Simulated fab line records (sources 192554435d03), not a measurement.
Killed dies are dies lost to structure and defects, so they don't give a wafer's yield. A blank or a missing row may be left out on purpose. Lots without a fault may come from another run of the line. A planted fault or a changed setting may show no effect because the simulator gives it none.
Which tool did it?	flow n5_finfet	Sampling: 22 lots, 66 wafers, 2 of 1938 route steps

== WHAT THE GAUGES READ, wafer by wafer ==
N5_BEOL_M2_OVL_MEAS_29. Usual: for V1_OVL the level is 0.2 nm and the standard deviation is 0.64.
lot	measured	on	V1_OVL (nm)	flag
L074	day 6 10:32	overlay-01	-0.4 -0.1 -0.4	
L076	day 7 04:24	overlay-02	1.2 1.0 0.8	
L077	day 7 05:49	overlay-02	0.8 0.0 0.3	
L078	day 7 13:55	overlay-02	0.1 -1.2 -0.5	
L079	day 7 17:50	overlay-02	-0.1 0.8 0.7	
L080	day 7 22:41	overlay-02	-0.2 0.6 -0.4	
L081	day 8 09:01	overlay-02	0.3 0.3 1.2	
L082	day 8 15:31	overlay-02	0.8 0.3 1.3	
L083	day 9 05:52	overlay-01	0.6 -0.3 -0.3	
L084	day 9 09:01	overlay-01	0.4 0.3 -0.3	
L085	day 9 09:47	overlay-02	-0.2 -0.4 -0.5	
L086	day 9 12:36	overlay-02	0.7 0.6 -0.3	
L087	day 9 12:56	overlay-02	-1.2 -0.4 -1.1	
L088	day 10 04:50	overlay-01	0.0 1.1 0.8	
L089	day 10 10:04	overlay-02	0.4 0.2 0.4	
L090	day 10 17:08	overlay-01	2.0 1.5 1.0	
L091	day 10 20:56	overlay-01	-0.5 -0.3 0.7	
L092	day 11 13:24	overlay-02	0.5 0.5 0.4	
L094	day 11 16:04	overlay-01	0.4 0.5 -0.1	
L095	day 11 19:31	overlay-01	0.6 1.2 0.1	
L097	day 12 06:34	overlay-02	0.2 -0.3 -0.6	
L096	day 12 15:17	overlay-02	0.8 1.1 1.0	

N5_BEOL_M2_INSPECT_30: inspects for defects (brightfield). Usual: raw_defect_count reads 462 (standard deviation 120).
lot	measured	on	raw_defect_count	flag
L074	day 6 10:34	defect_inspect-01	386 456 422	
L076	day 7 04:27	defect_inspect-01	323 308 331	
L077	day 7 05:53	defect_inspect-02	405 659 461	
L078	day 7 13:58	defect_inspect-01	431 398 406	
L079	day 7 17:53	defect_inspect-01	577 561 408	
L080	day 7 22:45	defect_inspect-02	408 349 387	
L081	day 8 09:04	defect_inspect-02	788 505 672	
L082	day 8 15:34	defect_inspect-02	354 268 346	
L083	day 9 05:55	defect_inspect-02	356 333 414	
L084	day 9 09:04	defect_inspect-01	433 408 561	
L085	day 9 09:50	defect_inspect-02	583 590 373	
L086	day 9 12:40	defect_inspect-02	412 563 590	
L087	day 9 13:00	defect_inspect-02	346 330 427	
L088	day 10 04:53	defect_inspect-01	282 480 263	
L089	day 10 10:07	defect_inspect-02	567 500 481	
L090	day 10 17:11	defect_inspect-01	374 258 329	
L091	day 10 21:00	defect_inspect-01	712 515 457	
L092	day 11 13:27	defect_inspect-01	491 640 476	
L094	day 11 16:07	defect_inspect-01	460 477 252	
L095	day 11 19:35	defect_inspect-02	796 674 671	
L097	day 12 06:38	defect_inspect-02	443 461 516	
L096	day 12 15:19	defect_inspect-02	447 427 411	

== WHICH TOOL RAN EACH LOT (tool, then ch and the chambers of the sampled wafers, then the start) ==
Before these readings, the record contains no process step.

== WHAT THE TOOLS THEMSELVES READ (means of the sampled wafers that have a number; where no wafer has one, the mark that the record gives instead) ==
The record holds no such reading with a usual standard deviation.

== THE ANSWER, worked out from the rows above alone ==
Rule: take the mean of a lot's wafers that have a number; if it is more than 3 standard deviations from the usual mean, the lot is off. Also off: a lot with no number at a reading for which 4 or more lots have one. Where the step has rows for the other lots, those lots are counted as sound. Order of review: gauges by route order, followed by the tools' own readings, for which a lot's mean as printed above is used. At the first step where some lot is off, the reading lying furthest off is the one used; lots without a number count as furthest.
Nothing can be told from this: no lot is off at any reading shown.

== WHAT HAD BEEN PUT IN BY THE SIMULATOR ==
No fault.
